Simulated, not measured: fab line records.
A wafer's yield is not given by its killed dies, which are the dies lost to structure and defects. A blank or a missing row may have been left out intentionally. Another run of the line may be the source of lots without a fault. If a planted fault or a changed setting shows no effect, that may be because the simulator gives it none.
Chamber matching ; flow n5-finfet ; rie-diel-06 running N5_BEOL_M1_ETCH_64: 4 sister chambers
The step etches SOC in N2/H2, target depth 75 nm, overetch 15 nm, time 112.5 s. 4 wafers are shown with their chamber, then 9 later ones without.

## EACH WAFER AND ITS CHAMBER
wafer;chamber;showerhead-plenum-p-Torr (Torr)
L075.2;0;2.53
L083.4;3;2.60
L084.5;1;2.64
L084.6;2;2.68

## WAFERS WITH NO CHAMBER GIVEN
wafer;showerhead-plenum-p-Torr (Torr)
L088.1;2.53
L088.2;2.60
L088.4;2.64
L095.1;2.68
L095.3;2.63
L095.6;2.63
L097.1;2.59
L097.2;2.67
L097.6;2.67

## CHAMBER TAKEN BY EACH
wafer;from the rows above;in truth
L088.1;0;0
L088.2;3;3
L088.4;1;1
L095.1;2;2
L095.3;1;1
L095.6;1;1
L097.1;3;3
L097.2;2;2
L097.6;2;2
Correctly placed: 9 of 9. Left unplaced by these rows: 0. Wrongly placed: 0.
How it was worked out, from the rows above alone: a wafer's distance from a chamber is the root of the sum, over the readings, of the square of ((its reading less the chamber's mean) divided by the reading's scatter). The wafer belongs to the nearest chamber; if the next one is less than 2 further off, it can't be placed. A chamber's mean is the mean of its shown wafers. The scatter (one wafer shown for each chamber): square how far every hidden wafer sits from the nearest shown wafer, average those squares and take the square root.
